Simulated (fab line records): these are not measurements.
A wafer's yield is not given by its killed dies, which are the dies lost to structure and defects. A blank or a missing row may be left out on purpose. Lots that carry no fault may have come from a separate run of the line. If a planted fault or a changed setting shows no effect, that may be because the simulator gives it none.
The tool behind it: which one?	flow n5_finfet	24 lots with 72 wafers sampled at 6 steps, on a route of 1938 steps

## WHAT THE GAUGES READ, wafer by wafer
N5_BEOL_M4_OVL_MEAS_12. Usual: M4_OVL -0.3 nm, standard deviation 0.59.
lot	measured	on	M4_OVL (nm)	flag
L075	day 7 15:41	overlay-02	-0.2 -0.6 0.4	
L074	day 7 19:28	overlay-02	0.0 -0.2 -0.1	
L076	day 7 20:41	overlay-01	0.5 0.4 0.3	
L077	day 8 13:35	overlay-02	-0.6 -0.3 -1.1	
L079	day 9 08:49	overlay-01	-0.3 0.3 0.3	
L078	day 9 09:44	overlay-02	-1.2 -1.3 -1.0	
L080	day 9 10:35	overlay-02	-0.5 0.5 0.5	
L082	day 9 14:26	overlay-01	-0.1 0.3 -0.4	
L081	day 9 16:01	overlay-01	0.2 -0.2 -0.8	
L083	day 9 18:34	overlay-02	0.8 0.1 -0.2	
L084	day 9 19:47	overlay-02	0.6 -0.2 0.3	
L085	day 10 05:49	overlay-02	-1.1 0.1 -0.1	
L086	day 10 19:48	overlay-02	0.1 0.4 0.5	
L087	day 11 02:53	overlay-01	0.3 0.1 -0.2	
L088	day 11 04:17	overlay-01	-1.8 -1.4 -1.4	
L089	day 11 12:13	overlay-01	-0.3 -1.2 -0.7	
L090	day 11 17:25	overlay-02	-1.2 -1.5 -0.5	
L091	day 12 01:10	overlay-01	0.2 -0.4 -0.5	
L092	day 12 07:27	overlay-02	-0.3 -1.3 -1.1	
L095	day 12 19:19	overlay-02	0.1 0.9 -0.2	
L093	day 13 02:07	overlay-02	0.0 -0.3 0.8	
L094	day 13 06:10	overlay-02	-0.3 -0.8 0.5	
L096	day 13 08:35	overlay-01	-0.6 -0.5 0.3	
L097	day 13 12:35	overlay-01	-0.5 0.6 -0.1	

N5_BEOL_M4_CD_MEAS_28: target cd 26.2 nm, target cd y 24.1 nm. Usual: 26.19 nm for cd_nm, sd 0.22.
lot	measured	on	cd_nm (nm)	flag
L075	day 7 16:49	cd_sem-02	26.09 26.14 26.35	
L074	day 7 20:22	cd_sem-01	26.41 26.11 26.49	
L076	day 7 21:33	cd_sem-01	26.30 26.22 26.51	
L077	day 8 14:39	cd_sem-02	26.60 26.42 26.20	
L079	day 9 09:40	cd_sem-01	25.81 25.75 26.31	
L078	day 9 10:54	cd_sem-03	26.19 26.23 25.97	
L080	day 9 11:27	cd_sem-02	26.14 26.14 26.11	
L082	day 9 15:17	cd_sem-03	26.13 26.10 26.21	
L081	day 9 17:02	cd_sem-03	25.93 25.93 25.97	
L083	day 9 19:40	cd_sem-02	26.06 26.39 26.23	
L084	day 9 20:50	cd_sem-01	26.18 25.80 26.04	
L085	day 10 06:40	cd_sem-02	26.16 26.27 25.89	
L086	day 10 21:55	cd_sem-03	26.25 26.11 26.21	
L087	day 11 03:54	cd_sem-02	25.95 26.34 26.32	
L088	day 11 05:08	cd_sem-01	26.74 26.47 26.05	
L089	day 11 13:35	cd_sem-02	26.38 26.36 26.15	
L090	day 11 18:16	cd_sem-03	26.08 26.03 26.42	
L091	day 12 02:14	cd_sem-03	26.48 26.74 26.26	
L092	day 12 08:21	cd_sem-03	26.14 26.32 25.99	
L095	day 12 20:19	cd_sem-03	26.26 26.36 26.23	
L093	day 13 03:01	cd_sem-03	26.11 25.70 26.17	
L094	day 13 07:01	cd_sem-03	25.92 25.75 26.26	
L096	day 13 09:35	cd_sem-03	26.22 26.16 26.07	
L097	day 13 14:37	cd_sem-02	25.70 26.30 25.93	

N5_BEOL_M5_THK_MEAS_01. Usual: M5_ILD_THK 120.9 nm, standard deviation 1.6.
lot	measured	on	M5_ILD_THK (nm)	flag
L075	day 8 10:18	film_metro-02	121.2 124.6 122.7	
L074	day 8 13:29	film_metro-01	118.7 120.5 121.1	
L076	day 8 15:09	film_metro-01	119.6 121.1 119.9	
L077	day 9 00:43	film_metro-01	120.2 121.3 122.7	
L079	day 9 18:55	film_metro-02	118.6 119.4 118.9	
L078	day 9 23:30	film_metro-01	118.4 118.4 119.6	
L080	day 9 23:55	film_metro-01	118.2 120.7 121.7	
L082	day 10 00:25	film_metro-02	118.2 121.4 121.9	
L081	day 10 01:46	film_metro-02	119.3 120.9 122.6	
L083	day 10 03:47	film_metro-01	119.7 118.4 121.8	
L084	day 10 06:34	film_metro-01	121.5 123.6 123.1	
L085	day 10 18:38	film_metro-02	118.2 120.7 118.8	
L086	day 11 08:25	film_metro-02	118.6 120.2 121.6	
L087	day 11 13:34	film_metro-01	119.7 121.4 120.7	
L088	day 11 17:54	film_metro-01	120.3 122.3 119.5	
L089	day 11 22:28	film_metro-01	119.2 120.1 119.3	
L090	day 12 06:43	film_metro-01	120.1 120.6 121.1	
L091	day 12 10:58	film_metro-02	118.5 118.5 121.6	
L092	day 12 16:37	film_metro-02	120.7 119.6 121.7	
L095	day 13 06:46	film_metro-02	118.6 119.1 123.7	
L093	day 13 10:17	film_metro-02	120.6 120.0 123.2	
L094	day 13 15:56	film_metro-02	121.7 121.9 123.6	
L096	day 13 19:39	film_metro-02	122.5 119.8 120.0	
L097	day 13 23:10	film_metro-01	122.6 123.4 122.3	

## TOOL THAT RAN EACH LOT (tool first, then ch and the chambers of the sampled wafers, then the start)
lot	N5_BEOL_M4_PECVD_72	N5_BEOL_M4_ETCH_70	N5_BEOL_M4_VIA_ETCH_34
L075	pecvd-01 ch 0,1, day 7 14:47	rie_diel-04 ch 0,1, day 8 04:12	rie_diel-04 ch 0,1, day 8 04:18
L074	pecvd-04 ch 0,1,2, day 7 17:14	rie_diel-04 ch 2,3, day 8 07:28	rie_diel-04 ch 2,3, day 8 07:35
L076	pecvd-01 ch 1,2, day 7 19:22	rie_diel-01 ch 0,1,3, day 8 07:35	rie_diel-01 ch 0,1,3, day 8 07:41
L077	pecvd-04 ch 1,2, day 8 12:10	rie_diel-02 ch 1,2, day 8 18:33	rie_diel-02 ch 1,2, day 8 18:40
L079	pecvd-01 ch 0,2, day 9 06:40	rie_diel-02 ch 0,1, day 9 12:56	rie_diel-02 ch 0,1, day 9 13:02
L078	pecvd-04 ch 0,1,2, day 9 08:39	rie_diel-02 ch 1,2,3, day 9 17:39	rie_diel-02 ch 1,2,3, day 9 17:45
L080	pecvd-01 ch 0,1,2, day 9 09:50	rie_diel-02 ch 2,3, day 9 18:03	rie_diel-02 ch 2,3, day 9 18:10
L082	pecvd-01 ch 0,1, day 9 13:22	rie_diel-01 ch 0,1,2, day 9 18:05	rie_diel-01 ch 0,1,2, day 9 18:11
L081	pecvd-01 ch 1,2, day 9 14:32	rie_diel-04 ch 0,1,3, day 9 18:08	rie_diel-04 ch 0,1,3, day 9 18:14
L083	pecvd-02 ch 0,1,2, day 9 17:40	rie_diel-01 ch 2,3, day 9 21:10	rie_diel-01 ch 2,3, day 9 21:16
L084	pecvd-04 ch 0,1, day 9 18:38	rie_diel-02 ch 2,3, day 10 00:02	rie_diel-02 ch 2,3, day 10 00:08
L085	pecvd-01 ch 0,1, day 10 01:28	rie_diel-02 ch 0,2,3, day 10 12:44	rie_diel-02 ch 0,2,3, day 10 12:50
L086	pecvd-02 ch 0,1, day 10 16:50	rie_diel-02 ch 1,3, day 11 02:11	rie_diel-02 ch 1,3, day 11 02:17
L087	pecvd-04 ch 0,1,2, day 11 00:17	rie_diel-04 ch 0,1,2, day 11 06:20	rie_diel-04 ch 0,1,2, day 11 06:27
L088	pecvd-04 ch 1,2, day 11 03:19	rie_diel-02 ch 0,1,2, day 11 12:12	rie_diel-02 ch 0,1,2, day 11 12:18
L089	pecvd-01 ch 0,1,2, day 11 10:41	rie_diel-01 ch 0,2,3, day 11 15:38	rie_diel-01 ch 0,2,3, day 11 15:44
L090	pecvd-02 ch 1,2, day 11 16:13	rie_diel-01 ch 0,1,3, day 11 23:56	rie_diel-01 ch 0,1,3, day 12 00:02
L091	pecvd-04 ch 0,1, day 11 23:28	rie_diel-02 ch 1,2,3, day 12 03:42	rie_diel-02 ch 1,2,3, day 12 03:49
L092	pecvd-01 ch 0,1,2, day 12 04:53	rie_diel-01 ch 0,1,3, day 12 10:24	rie_diel-01 ch 0,1,3, day 12 10:31
L095	pecvd-02 ch 0,2, day 12 18:39	rie_diel-01 ch 0,1, day 12 23:58	rie_diel-01 ch 0,1, day 13 00:05
L093	pecvd-04 ch 2, day 13 00:24	rie_diel-04 ch 2,3, day 13 04:23	rie_diel-04 ch 2,3, day 13 04:29
L094	pecvd-01 ch 0,1, day 13 05:41	rie_diel-02 ch 0,3, day 13 08:56	rie_diel-02 ch 0,3, day 13 09:03
L096	pecvd-04 ch 0,1,2, day 13 06:08	rie_diel-04 ch 0,2,3, day 13 13:04	rie_diel-04 ch 0,2,3, day 13 13:10
L097	pecvd-01 ch 0,1,2, day 13 10:36	rie_diel-01 ch 0,2,3, day 13 16:43	rie_diel-01 ch 0,2,3, day 13 16:50
- N5_BEOL_M4_PECVD_72: deposits SiO2 from TEOS/O2, target thk 16 nm, time 18 s.
- N5_BEOL_M4_ETCH_70: etches SOC in N2/H2, target depth 80 nm, overetch 24 nm, time 130 s.
- N5_BEOL_M4_VIA_ETCH_34: etches the open film in C4F6/O2, target depth 69.4 nm, time 65.9 s.

## AS READ BY THE TOOLS THEMSELVES (means over the sampled wafers that have a number; for cases with no such wafer, the mark the record gives instead)
N5_BEOL_M4_PECVD_72. Usual: heater_power_outer_w 447 W, standard deviation 89; heater_power_w 731 W, standard deviation 100; showerhead_plenum_p_Torr 8.79 Torr, standard deviation 0.071; showerhead_vpp_V 1296 V, standard deviation 72; throttle_valve_pct 22.0 %, standard deviation 0.7.
lot	tool	heater_power_outer_w (W)	heater_power_w (W)	showerhead_plenum_p_Torr (Torr)	showerhead_vpp_V (V)	throttle_valve_pct (%)	flag
L075	pecvd-01	534	795	8.81	1274	22.1	
L074	pecvd-04	486	789	8.77	1343	21.7	
L076	pecvd-01	508	781	8.76	1268	22.0	
L077	pecvd-04	502	772	8.72	1379	21.8	
L079	pecvd-01	359	623	8.76	1277	22.6	
L078	pecvd-04	457	753	8.77	1343	21.8	
L080	pecvd-01	453	726	8.78	1266	22.3	
L082	pecvd-01	454	718	8.82	1272	22.3	
L081	pecvd-01	450	691	8.75	1270	21.8	
L083	pecvd-02	401	674	8.89	1251	22.3	
L084	pecvd-04	397	700	8.82	1278	21.5	
L085	pecvd-01	448	731	8.79	1286	22.5	
L086	pecvd-02	415	707	8.87	1309	23.4	
L087	pecvd-04	459	774	8.78	1346	21.3	
L088	pecvd-04	453	718	8.74	1382	21.1	
L089	pecvd-01	461	731	8.77	1269	22.3	
L090	pecvd-02	402	689	8.91	1219	21.8	
L091	pecvd-04	352	637	8.83	1277	21.4	
L092	pecvd-01	436	698	8.77	1264	22.2	
L095	pecvd-02	357	627	8.88	1234	22.0	
L093	pecvd-04	507	780	8.68	1453	21.0	
L094	pecvd-01	515	778	8.83	1269	22.4	
L096	pecvd-04	444	743	8.76	1342	21.4	
L097	pecvd-01	452	710	8.77	1261	22.3	

N5_BEOL_M4_ETCH_70. Usual: drypump_motor_current_A 5.8 A, standard deviation 0.55; oes_product_au 0.56 a.u., standard deviation 0.047; rf_vpp_V 523.6 V, standard deviation 2; showerhead_plenum_p_Torr 2.53 Torr, standard deviation 0.067; throttle_valve_pct 17.90 %, standard deviation 0.3.
lot	tool	drypump_motor_current_A (A)	oes_product_au (a.u.)	rf_vpp_V (V)	showerhead_plenum_p_Torr (Torr)	throttle_valve_pct (%)	flag
L075	rie_diel-04	6.5	0.53	521.3	2.44	18.13	
L074	rie_diel-04	5.9	0.61	522.0	2.47	17.69	
L076	rie_diel-01	5.7	0.61	524.7	2.58	17.52	
L077	rie_diel-02	6.1	0.54	526.0	2.60	17.88	
L079	rie_diel-02	5.9	0.53	524.9	2.59	18.20	
L078	rie_diel-02	5.8	0.53	524.4	2.57	18.09	
L080	rie_diel-02	5.3	0.53	524.4	2.56	18.15	
L082	rie_diel-01	5.3	0.60	523.3	2.53	17.64	
L081	rie_diel-04	6.1	0.53	521.6	2.45	18.16	
L083	rie_diel-01	5.8	0.59	524.2	2.55	17.57	
L084	rie_diel-02	5.3	0.53	524.5	2.56	18.14	
L085	rie_diel-02	5.5	0.59	524.1	2.59	17.98	
L086	rie_diel-02	5.5	0.52	523.4	2.53	18.30	
L087	rie_diel-04	6.3	0.55	521.2	2.46	18.00	
L088	rie_diel-02	6.0	0.57	525.8	2.59	17.94	
L089	rie_diel-01	5.5	0.59	523.9	2.53	17.61	
L090	rie_diel-01	5.7	0.59	525.1	2.57	17.57	
L091	rie_diel-02	5.9	0.52	524.7	2.56	18.12	
L092	rie_diel-01	5.7	0.59	524.7	2.57	17.57	
L095	rie_diel-01	5.3	0.59	524.9	2.55	17.60	
L093	rie_diel-04	5.6	0.55	520.6	2.43	17.95	
L094	rie_diel-02	5.2	0.55	523.7	2.55	18.19	
L096	rie_diel-04	6.1	0.54	520.3	2.42	17.95	
L097	rie_diel-01	5.5	0.58	523.5	2.52	17.64	

N5_BEOL_M4_VIA_ETCH_34. Usual: drypump_motor_current_A 5.8 A, standard deviation 0.55; oes_product_au 0.76 a.u., standard deviation 0.063; rf_vpp_V 663 V, standard deviation 12; showerhead_plenum_p_Torr 2.83 Torr, standard deviation 0.074; throttle_valve_pct 30.81 %, standard deviation 0.25.
lot	tool	drypump_motor_current_A (A)	oes_product_au (a.u.)	rf_vpp_V (V)	showerhead_plenum_p_Torr (Torr)	throttle_valve_pct (%)	flag
L075	rie_diel-04	6.6	0.71	672	2.74	30.98	
L074	rie_diel-04	5.9	0.83	656	2.75	30.47	
L076	rie_diel-01	5.7	0.83	656	2.90	30.63	
L077	rie_diel-02	6.1	0.74	673	2.91	30.85	
L079	rie_diel-02	5.9	0.70	662	2.88	30.98	
L078	rie_diel-02	5.8	0.72	665	2.86	30.98	
L080	rie_diel-02	5.3	0.74	656	2.86	31.01	
L082	rie_diel-01	5.3	0.80	664	2.85	30.72	
L081	rie_diel-04	6.0	0.72	671	2.74	30.98	
L083	rie_diel-01	5.9	0.79	664	2.84	30.50	
L084	rie_diel-02	5.3	0.73	656	2.86	31.01	
L085	rie_diel-02	5.5	0.80	659	2.88	30.85	
L086	rie_diel-02	5.5	0.71	655	2.82	31.13	
L087	rie_diel-04	6.3	0.75	664	2.74	30.75	
L088	rie_diel-02	6.0	0.78	666	2.88	30.83	
L089	rie_diel-01	5.6	0.79	661	2.83	30.64	
L090	rie_diel-01	5.7	0.80	655	2.89	30.67	
L091	rie_diel-02	5.8	0.71	664	2.85	31.00	
L092	rie_diel-01	5.6	0.80	655	2.89	30.67	
L095	rie_diel-01	5.4	0.81	652	2.88	30.79	
L093	rie_diel-04	5.6	0.76	663	2.72	30.76	
L094	rie_diel-02	5.2	0.76	649	2.83	31.02	
L096	rie_diel-04	6.1	0.74	663	2.71	30.76	
L097	rie_diel-01	5.5	0.77	661	2.83	30.65	

## THE ANSWER, worked out from the rows above alone
Rule: a lot is off if the mean of its wafers that have a number lies more than 3 standard deviations from the usual mean. A lot without any number at a reading at which 4 lots or more have one is off too. Any other lot the step has rows for is counted as sound. First the gauges in route order, then the tools' own readings, where a lot's mean is used as printed above. At the first step where some lot is off, the reading lying furthest off is the one used; lots without a number count as furthest.
No lot is off on any of the readings shown, so nothing can be concluded from this.

## WHAT WAS PUT IN BY THE SIMULATOR
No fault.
